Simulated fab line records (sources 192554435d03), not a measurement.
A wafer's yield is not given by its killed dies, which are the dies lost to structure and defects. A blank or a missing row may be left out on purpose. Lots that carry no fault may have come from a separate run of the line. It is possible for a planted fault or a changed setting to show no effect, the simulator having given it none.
The tool behind it: which one? | flow n5-finfet | 11 lots, 33 wafers sampled, at 4 steps of a route of 1938

== WHAT EACH GAUGE READ, for each wafer ==
N5_BEOL_M8_OVL_MEAS_12. Usual: M8_OVL 0.4 nm, standard deviation 0.75.
lot  | measured     | on         | M8_OVL (nm)  | flag
L376 | day 9 12:30  | overlay-01 | 0.4 -0.4 0.1 |
L378 | day 9 22:13  | overlay-02 | 0.6 0.7 -0.5 |
L379 | day 10 03:54 | overlay-02 | 0.7 1.2 0.8  |
L380 | day 10 12:58 | overlay-02 | 1.1 0.5 0.5  |
L383 | day 11 10:25 | overlay-01 | 0.5 0.3 -0.4 |
L382 | day 12 06:46 | overlay-01 | 0.8 2.2 2.1  |
L387 | day 12 23:55 | overlay-01 | 1.0 0.4 1.3  |
L391 | day 14 05:29 | overlay-01 | 0.3 0.9 0.8  |
L390 | day 14 11:05 | overlay-02 | -1.1 0.0 0.1 |
L397 | day 15 16:05 | overlay-02 | 0.6 -0.2 0.7 |
L399 | day 16 00:26 | overlay-01 | 0.1 0.0 -1.2 |

== WHAT TOOL EACH LOT RAN ON (gives the tool, then ch and the chambers of the sampled wafers, and finally the start) ==
lot  | N5_BEOL_M7_ALD_77                   | N5_BEOL_M7_SURFACE_TREAT_79  | N5_BEOL_M8_PECVD_70
L376 | ald-metal-03 ch 1,2, day 9 04:27    | pvd-sputter-01, day 9 04:46  | pecvd-04 ch 1,2, day 9 07:34
L378 | ald-metal-03 ch 1,2,3, day 9 16:36  | pvd-sputter-03, day 9 16:53  | pecvd-01 ch 0,1, day 9 18:47
L379 | ald-metal-01 ch 0,1,2, day 10 00:18 | pvd-sputter-03, day 10 00:35 | pecvd-02 ch 0,2, day 10 02:35
L380 | ald-metal-02 ch 0,1, day 10 09:02   | pvd-sputter-02, day 10 09:19 | pecvd-02 ch 1,2, day 10 12:04
L383 | ald-metal-03 ch 0,1,3, day 11 07:11 | pvd-sputter-02, day 11 07:31 | pecvd-01 ch 0,2, day 11 09:27
L382 | ald-metal-03 ch 1,3, day 12 02:32   | pvd-sputter-03, day 12 02:50 | pecvd-02 ch 0,1,2, day 12 04:56
L387 | ald-metal-02 ch 0,2,3, day 12 19:11 | pvd-sputter-01, day 12 19:53 | pecvd-04 ch 1,2, day 12 22:08
L391 | ald-metal-02 ch 0,1, day 14 01:40   | pvd-sputter-02, day 14 01:56 | pecvd-04 ch 0,1,2, day 14 04:29
L390 | ald-metal-02 ch 2,3, day 14 05:28   | pvd-sputter-03, day 14 05:49 | pecvd-04 ch 0,2, day 14 09:00
L397 | ald-metal-02 ch 1,2,3, day 15 11:56 | pvd-sputter-03, day 15 12:28 | pecvd-01 ch 0,2, day 15 15:11
L399 | ald-metal-01 ch 0,3, day 15 19:58   | pvd-sputter-03, day 15 20:31 | pecvd-02 ch 0,2, day 15 23:22
- N5_BEOL_M7_ALD_77: deposits TaN, target thk 2 nm, pulse time 2 s, purge time 3 s.
- N5_BEOL_M7_SURFACE_TREAT_79
- N5_BEOL_M8_PECVD_70: deposits SiO2 from TEOS/O2, target thk 20 nm, time 22.7 s.

== AS READ BY THE TOOLS THEMSELVES (means over the sampled wafers that have a number; for cases with no such wafer, the mark the record gives instead) ==
N5_BEOL_M7_ALD_77. Usual: heater-power-w at 414 W, with a standard deviation of 60.
lot  | tool         | heater-power-w (W) | flag
L376 | ald-metal-03 | 472                |
L378 | ald-metal-03 | 411                |
L379 | ald-metal-01 | 425                |
L380 | ald-metal-02 | 429                |
L383 | ald-metal-03 | 378                |
L382 | ald-metal-03 | 356                |
L387 | ald-metal-02 | 409                |
L391 | ald-metal-02 | 423                |
L390 | ald-metal-02 | 373                |
L397 | ald-metal-02 | 422                |
L399 | ald-metal-01 | 380                |

N5_BEOL_M8_PECVD_70. Usual: heater-power-w 690 W, standard deviation 120; showerhead-plenum-p-Torr 8.80 Torr, standard deviation 0.061; susceptor-temp-C 400.00 C, standard deviation 0.22; throttle-valve-pct 21.8 %, standard deviation 0.81.
lot  | tool     | heater-power-w (W) | showerhead-plenum-p-Torr (Torr) | susceptor-temp-C (C) | throttle-valve-pct (%) | flag
L376 | pecvd-04 | 660                | 8.79                            | 399.99               | 21.0                   |
L378 | pecvd-01 | 671                | 8.77                            | 400.31               | 21.9                   |
L379 | pecvd-02 | 735                | 8.72                            | 400.14               | 21.7                   |
L380 | pecvd-02 | 725                | 8.75                            | 400.26               | 22.4                   |
L383 | pecvd-01 | 749                | 8.85                            | 399.96               | 21.6                   |
L382 | pecvd-02 | 791                | 8.77                            | 400.02               | 22.1                   |
L387 | pecvd-04 | 666                | 8.79                            | 399.95               | 21.2                   |
L391 | pecvd-04 | 649                | 8.84                            | 407.52               | 21.8                   | OFF
L390 | pecvd-04 | 644                | 8.85                            | 407.85               | 22.3                   | OFF
L397 | pecvd-01 | 731                | 8.83                            | 399.74               | 21.3                   |
L399 | pecvd-02 | 626                | 8.74                            | 400.07               | 21.5                   |

== THE ANSWER, worked out from the rows above alone ==
Rule: lot off if the mean of its wafers having a number is beyond 3 standard deviations from the usual mean. A lot without any number at a reading at which 4 lots or more have one is off too. Where the step has rows for the other lots, those lots are counted as sound. The gauges are gone through in route order, then the tools' own readings, and for those a lot's mean is taken as printed above. At the first step where some lot is off, the reading lying furthest off is the one used; lots without a number count as furthest.
Off, at N5_BEOL_M8_PECVD_70 on susceptor-temp-C: L391, L390.
If a tool, at that step or one of the process steps before it, ran each lot that is off and ran no sound lot following the first of them, it fits. One fits: pecvd-04 at N5_BEOL_M8_PECVD_70. A fault onset in the window from L387 (day 12 22:08, its last sound lot) to L391 (day 14 04:29, its first lot off) fits.
The tool's own readings at N5_BEOL_M8_PECVD_70 bear it out: on the lots that are off they differ by more than 5 times the standard deviation of the sound lots' means. susceptor-temp-C reads 407.69 C there against 400.05 C on the sound lots.

== WHAT THE SIMULATOR HAD INSERTED ==
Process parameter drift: pecvd-04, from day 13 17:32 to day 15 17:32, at N5_BEOL_M8_PECVD_70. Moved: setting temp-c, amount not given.
Lots struck among those shown: L391, L390. Same finding as the rule above.
